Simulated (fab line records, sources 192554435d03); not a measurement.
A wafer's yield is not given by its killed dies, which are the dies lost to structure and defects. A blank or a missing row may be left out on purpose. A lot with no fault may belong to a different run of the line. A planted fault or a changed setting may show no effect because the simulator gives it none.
Chamber matching + flow n5 finfet + N5_FIN_SAQP_PECVD_48 on pecvd-02: 3 sister chambers
The step deposits SiNx from SiH4/NH3/N2, target thk 25 nm, time 22.1 s. 22 wafers are shown with their chamber, then 11 later ones without.

## WAFERS WITH THEIR CHAMBER
| wafer  | chamber | throttle valve pct (%) | showerhead plenum p Torr (Torr) | heater power w (W) |
|--------|---------|------------------------|---------------------------------|--------------------|
| L074.1 | 0       | 37.1                   | 5.10                            | 648                |
| L074.4 | 0       | 37.1                   | 5.10                            | 640                |
| L074.6 | 0       | 37.6                   | 5.10                            | 659                |
| L075.3 | 1       | 40.5                   | 5.20                            | 980                |
| L075.4 | 0       | 37.3                   | 5.11                            | 623                |
| L075.5 | 2       | 38.6                   | 5.07                            | 704                |
| L077.3 | 2       | 38.8                   | 5.07                            | 749                |
| L077.4 | 1       | 40.4                   | 5.20                            | 967                |
| L077.6 | 2       | 38.5                   | 5.08                            | 748                |
| L080.1 | 1       | 40.3                   | 5.18                            | 1048               |
| L080.3 | 0       | 37.4                   | 5.10                            | 672                |
| L080.6 | 0       | 37.4                   | 5.12                            | 656                |
| L083.1 | 1       | 40.3                   | 5.19                            | 1020               |
| L083.4 | 2       | 38.8                   | 5.06                            | 801                |
| L083.5 | 0       | 37.4                   | 5.10                            | 603                |
| L084.3 | 0       | 37.3                   | 5.12                            | 606                |
| L084.5 | 2       | 39.1                   | 5.06                            | 793                |
| L084.6 | 1       | 40.4                   | 5.19                            | 902                |
| L087.3 | 1       | 40.2                   | 5.20                            | 1018               |
| L087.4 | 0       | 37.3                   | 5.11                            | 636                |
| L087.6 | 2       | 39.2                   | 5.08                            | 856                |
| L091.1 | 1       | 40.5                   | 5.19                            | 910                |

SIGNATURES (averages over the wafers above)
| reading                  | chamber 0 | chamber 1 | chamber 2 | scatter within a chamber |
|--------------------------|-----------|-----------|-----------|--------------------------|
| throttle valve pct       | 37.322    | 40.371    | 38.833    | 0.184                    |
| showerhead plenum p Torr | 5.1067    | 5.1929    | 5.0700    | 0.00841                  |
| heater power w           | 638.11    | 977.86    | 775.17    | 44.3                     |
Rule: for each reading, subtract the chamber's mean from the wafer's reading, divide by that reading's scatter and square the result; add these up over the readings and take the root, which gives the wafer's distance from the chamber. If the next closest chamber is less than 2 further off than the closest, the wafer can't be placed; otherwise it belongs to the closest. The scatter is the square root of a quotient: the sum, over the shown wafers, of each reading's squared deviation from its chamber's mean, divided by wafers minus chambers.

## WAFERS WHOSE CHAMBER IS MISSING
| wafer  | throttle valve pct (%) | showerhead plenum p Torr (Torr) | heater power w (W) |
|--------|------------------------|---------------------------------|--------------------|
| L091.2 | 38.7                   | 5.08                            | 767                |
| L091.3 | 39.0                   | 5.08                            | 787                |
| L092.3 | 38.8                   | 5.07                            | 797                |
| L092.5 | 37.3                   | 5.12                            | 667                |
| L092.6 | 40.1                   | 5.19                            | 958                |
| L094.1 | 37.0                   | 5.11                            | 718                |
| L094.4 | 39.1                   | 5.07                            | 820                |
| L094.6 | 40.5                   | 5.20                            | 960                |
| L095.1 | 39.4                   | 5.07                            | 885                |
| L095.3 | 37.2                   | 5.10                            | 710                |
| L095.4 | 40.5                   | 5.19                            | 948                |

## THE CHAMBER EACH PASSED THROUGH
| wafer  | from the rows above | in truth |
|--------|---------------------|----------|
| L091.2 | 2                   | 2        |
| L091.3 | 2                   | 2        |
| L092.3 | 2                   | 2        |
| L092.5 | 0                   | 0        |
| L092.6 | 1                   | 1        |
| L094.1 | 0                   | 0        |
| L094.4 | 2                   | 2        |
| L094.6 | 1                   | 1        |
| L095.1 | 2                   | 2        |
| L095.3 | 0                   | 0        |
| L095.4 | 1                   | 1        |
Correct placement for 11 of the 11. Number that these rows cannot place: 0. Number placed wrongly: 0.
